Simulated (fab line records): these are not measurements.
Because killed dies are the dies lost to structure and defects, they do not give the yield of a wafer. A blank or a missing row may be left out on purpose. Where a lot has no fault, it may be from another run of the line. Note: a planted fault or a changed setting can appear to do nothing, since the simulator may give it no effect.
Matching of chambers ; flow nand_harc ; NHARC_A_ZERO_WELL_DESCUM_12 on rie_diel-03: 4 sister chambers
The step chemistry O2, time 3 s. 4 wafers are shown with their chamber, then 8 later ones without.

WAFERS, EACH WITH ITS CHAMBER
wafer;chamber;drypump_motor_current_A (A)
L914.5;0;6.1
L929.4;1;4.8
L929.6;3;5.6
L930.1;2;5.9

WAFERS WITH NO CHAMBER GIVEN
wafer;drypump_motor_current_A (A)
L930.2;5.6
L930.5;6.1
L931.3;5.9
L931.5;5.9
L931.6;4.9
L933.3;5.9
L933.4;6.1
L933.5;6.1

WHICH CHAMBER EACH WENT THROUGH
wafer;from the rows above;in truth
L930.2;3;3
L930.5;0;0
L931.3;2;2
L931.5;2;2
L931.6;1;1
L933.3;2;2
L933.4;0;0
L933.5;0;0
Correctly placed: 8 of 8. Left unplaced by these rows: 0. Placed wrongly: 0.
How it was worked out, from the rows above alone: a wafer's distance from a chamber is the root of the sum, over the readings, of the square of ((its reading less the chamber's mean) divided by the reading's scatter). The wafer belongs to the nearest chamber; if the next one is less than 2 further off, it can't be placed. The mean given for a chamber averages the wafers shown for that chamber. The scatter: root of mean squared gap, hidden wafer to nearest shown wafer, with one shown wafer a chamber.
